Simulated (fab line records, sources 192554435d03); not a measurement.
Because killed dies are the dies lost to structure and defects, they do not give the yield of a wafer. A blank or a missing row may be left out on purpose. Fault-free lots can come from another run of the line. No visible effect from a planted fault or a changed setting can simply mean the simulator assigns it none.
Matching of chambers    flow n5_finfet    ald_metal-04 running N5_HKMG_FIN_ALD_21: 4 sister chambers
The step deposits TiN, target thk 1.5 nm, pulse time 1 s, purge time 3 s. 8 wafers are shown with their chamber, then 11 later ones without.

EACH WAFER AND ITS CHAMBER
wafer   chamber  heater_power_w (W)  precursor_pulse_height_rel
L076.2  2        1068                0.982
L087.6  0        835                 1.001
L088.2  0        833                 0.994
L088.5  1        1062                0.957
L091.4  1        1050                0.977
L091.5  3        1007                1.016
L091.6  2        1054                0.981
L093.1  3        1047                0.975

WAFERS WITH NO CHAMBER GIVEN
wafer   heater_power_w (W)  precursor_pulse_height_rel
L093.4  1042                0.995
L093.5  1062                1.015
L094.2  803                 0.996
L094.3  1062                0.998
L094.4  1033                1.010
L095.1  1023                1.004
L095.3  1029                0.975
L095.4  819                 1.027
L097.1  1008                1.007
L097.4  1009                1.016
L097.5  822                 0.981

WHICH CHAMBER EACH WENT THROUGH
wafer    from the rows above            in truth
L093.4   can't be placed: 3 or 2 or 1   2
L093.5   can't be placed: 2 or 3 or 1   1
L094.2   0                              0
L094.3   can't be placed: 2 or 1 or 3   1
L094.4   can't be placed: 3 or 2        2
L095.1   3                              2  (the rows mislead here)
L095.3   can't be placed: 3 or 1 or 2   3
L095.4   0                              0
L097.1   3                              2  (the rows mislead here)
L097.4   3                              3
L097.5   0                              0
Correct placement for 4 of the 11. From these rows, 5 cannot be placed; in 5 the true chamber is one of the candidates. Placed wrongly: 2.
How it was worked out, from the rows above alone: a wafer's distance from a chamber is the root of the sum, over the readings, of the square of ((its reading less the chamber's mean) divided by the reading's scatter). If the next closest chamber is less than 2 further off than the closest, the wafer can't be placed; otherwise it belongs to the closest. Each chamber's mean is taken over the wafers shown for it. How the scatter is found: for the shown wafers, subtract from each reading the mean of its chamber, square and add these, divide the total by (wafers less chambers), then take the root.
